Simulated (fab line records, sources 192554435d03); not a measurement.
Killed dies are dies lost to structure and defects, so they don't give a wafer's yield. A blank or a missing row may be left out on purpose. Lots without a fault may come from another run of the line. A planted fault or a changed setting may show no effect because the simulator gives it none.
Split-lot experiment | flow n5_finfet | 7 lots, 39 wafers read, on a route of 1938 steps

THE SPLIT
At N5_BEOL_M7_TRENCH_ETCH_37 (etches SiCOH lowk in C4F6/O2, target depth 93.478 nm, time 31.2 s), the setting time_s was moved away from the recipe's 31.2 s on 12 of the 39 wafers read, by -40.6% to +56.7%. The other wafers ran this setting at the recipe's value.

FROM THE SPLIT TO THE READING: what the file shows between them, 8 steps
- N5_BEOL_M7_ETCH_41: etches SiCN in CH3F/O2, target depth 31.9 nm, time 57.8 s
- N5_BEOL_M7_STRIP_80: strips in N2/H2, time 10 s
- N5_BEOL_M7_OCD_MEAS_38
- N5_BEOL_M7_HM_STRIP_39: strips TiN in peroxide tin strip, target depth 25 nm, time 158 s
- N5_BEOL_M7_SRD_40: time 30 s
- N5_BEOL_M7_ECD_50: material Cu, target thk 300 nm
- N5_BEOL_M7_ANNEAL_51: time 90 s
- N5_BEOL_M7_CMP_52: polishes, stops on SiCOH lowk, t overpolish 6.9 s, target thk 80 nm

THE READING
M7_THK, in nm, at N5_BEOL_M7_THK_MEAS_53 (measures by xrf). Fault-free wafers of this fab line usually give 79.1 nm, standard deviation 2.3 nm.

wafer  | tool, chamber at the split | time_s as run, s | against the recipe | M7_THK, nm | against lot-mates on the recipe
L074.1 | rie_diel-02, 2             | 18.54            | -40.6%             | 45.4       | -36.1
L074.2 | rie_diel-02, 0             | 31.2             | recipe             | 80.5       | -
L074.3 | rie_diel-02, 3             | 18.54            | -40.6%             | 42.2       | -39.3
L074.4 | rie_diel-02, 1             | 18.54            | -40.6%             | 42.1       | -39.4
L074.5 | rie_diel-02, 1             | 31.2             | recipe             | 82.8       | -
L074.6 | rie_diel-02, 0             | 31.2             | recipe             | 81.2       | -
L075.1 | rie_diel-02, 3             | 31.2             | recipe             | 79.5       | -
L075.2 | rie_diel-02, 0             | 31.2             | recipe             | 77.4       | -
L075.3 | rie_diel-02, 1             | 31.2             | recipe             | 79.4       | -
L075.4 | rie_diel-02, 2             | 31.2             | recipe             | 81.2       | -
L075.5 | rie_diel-02, 3             | 31.2             | recipe             | 79.9       | -
L075.6 | rie_diel-02, 2             | 31.2             | recipe             | 80.6       | -
L077.3 | rie_diel-04, 0             | 31.2             | recipe             | 81.3       | -
L077.4 | rie_diel-04, 2             | 31.2             | recipe             | 83.8       | -
L077.5 | rie_diel-04, 0             | 31.2             | recipe             | 82.4       | -
L085.1 | rie_diel-04, 1             | 31.2             | recipe             | 75.0       | -
L085.2 | rie_diel-04, 3             | 21.98            | -29.6%             | 53.3       | -25.4
L085.3 | rie_diel-04, 0             | 21.98            | -29.6%             | 51.8       | -26.9
L085.4 | rie_diel-04, 2             | 31.2             | recipe             | 82.1       | -
L085.5 | rie_diel-04, 3             | 31.2             | recipe             | 79.0       | -
L085.6 | rie_diel-04, 2             | 21.98            | -29.6%             | 52.5       | -26.2
L089.1 | rie_diel-04, 1             | 48.88            | +56.7%             | 124.8      | +45.7
L089.2 | rie_diel-04, 0             | 48.88            | +56.7%             | 133.2      | +54.1
L089.3 | rie_diel-04, 3             | 31.2             | recipe             | 76.7       | -
L089.4 | rie_diel-04, 2             | 31.2             | recipe             | 80.8       | -
L089.5 | rie_diel-04, 2             | 31.2             | recipe             | 79.7       | -
L089.6 | rie_diel-04, 3             | 48.88            | +56.7%             | 132.0      | +52.9
L093.1 | rie_diel-04, 0             | 31.2             | recipe             | 76.6       | -
L093.2 | rie_diel-04, 3             | 31.2             | recipe             | 77.1       | -
L093.3 | rie_diel-04, 1             | 31.2             | recipe             | 74.1       | -
L093.4 | rie_diel-04, 2             | 31.2             | recipe             | 81.6       | -
L093.5 | rie_diel-04, 1             | 31.2             | recipe             | 74.3       | -
L093.6 | rie_diel-04, 0             | 31.2             | recipe             | 77.5       | -
L097.1 | rie_diel-04, 1             | 31.2             | recipe             | 73.6       | -
L097.2 | rie_diel-04, 3             | 25.82            | -17.2%             | 62.4       | -12.4
L097.3 | rie_diel-04, 0             | 25.82            | -17.2%             | 61.6       | -13.2
L097.4 | rie_diel-04, 2             | 25.82            | -17.2%             | 63.3       | -11.5
L097.5 | rie_diel-04, 0             | 31.2             | recipe             | 77.1       | -
L097.6 | rie_diel-04, 1             | 31.2             | recipe             | 73.7       | -

THE FIT
A straight line over all 39 wafers: M7_THK changes by +0.897 nm for each +1% of time_s; r = +0.99; the points scatter about the line by 2.8 nm.
The same after taking each lot's own level away (the mean of its wafers on the recipe; 39 wafers): +0.901 nm for each +1%; r = +0.99; scatter 2.2 nm.
On that fit, the largest move of time_s shifts the reading by 51 nm.
The lots' own levels span 74.80 to 82.50 nm, that is 3.3 times the standard deviation above.
So the lot-to-lot level changes the slope little: the two slopes agree.
Check: with one of the wafers moved furthest among these (+56.7%) left out of the fit, the line predicts +52.7 nm for it against its lot-mates. It came out at +45.7 nm against them.

OTHER SPLITS ON THESE WAFERS
These wafers also went through other splits before the reading. Each is held against what the fit with the lots' levels taken away leaves over:
other split on the same wafers           | wafers away from the commonest value | r with M7_THK (lot level and that fit taken away)
N5_MOL_CONTACT_COAG_CVD_140 target_thk_a | 12                                   | +0.14
N5_BEOL_M4_HM_DEP_02 target_thk_a        | 12                                   | -0.19
N5_BEOL_M6_VIA_ETCH_34 target_depth_a    | 15                                   | -0.22

THE WHOLE CHAIN: every reading that the file lists as answering this split, in the file's order
step                      | what it does                                                        | reading                                                                          | change (the file's fit)                                                              | r (the file's)
N5_BEOL_M7_TRENCH_ETCH_37 | etches SiCOH lowk in C4F6/O2, target depth 93.478 nm, time 31.2 s   | etch.depth_nm (the simulator's own value, which no gauge read)                   | +0.89 nm for each +1% of the setting                                                 | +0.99
N5_BEOL_M7_TRENCH_ETCH_37 | etches SiCOH lowk in C4F6/O2, target depth 93.478 nm, time 31.2 s   | BEOL_M7.feature_depth_nm (the simulator's own value, which no gauge read)        | +0.89 nm for each +1% of the setting                                                 | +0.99
N5_BEOL_M7_TRENCH_ETCH_37 | etches SiCOH lowk in C4F6/O2, target depth 93.478 nm, time 31.2 s   | TiN_of_BEOL_M7_HM_DEP_02.thk_nm (the simulator's own value, which no gauge read) | -0.0285 nm for each +1% of the setting                                               | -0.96
N5_BEOL_M7_OCD_MEAS_38    |                                                                     | trench_depth_nm                                                                  | +0.885 nm for each +1% of the setting                                                | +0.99
N5_BEOL_M7_CMP_52         | polishes, stops on SiCOH lowk, t overpolish 6.9 s, target thk 80 nm | Cu_of_BEOL_M7_ECD_50.thk_nm (the simulator's own value, which no gauge read)     | +0.912 nm for each +1% of the setting                                                | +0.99
N5_BEOL_M7_THK_MEAS_53    | measures by xrf                                                     | M7_THK                                                                           | +0.9 for each +1% of the setting                                                     | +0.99
N5_BEOL_M7_RS_MEAS_57     | measures by four-point-probe                                        | M7_RS                                                                            | not straight: 0.604 at the lowest setting, 0.285 at the recipe, 0.162 at the highest | not given

THE FILE'S OWN FIT
M7_THK changes by +0.9 nm for each +1% of time_s, r = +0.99.
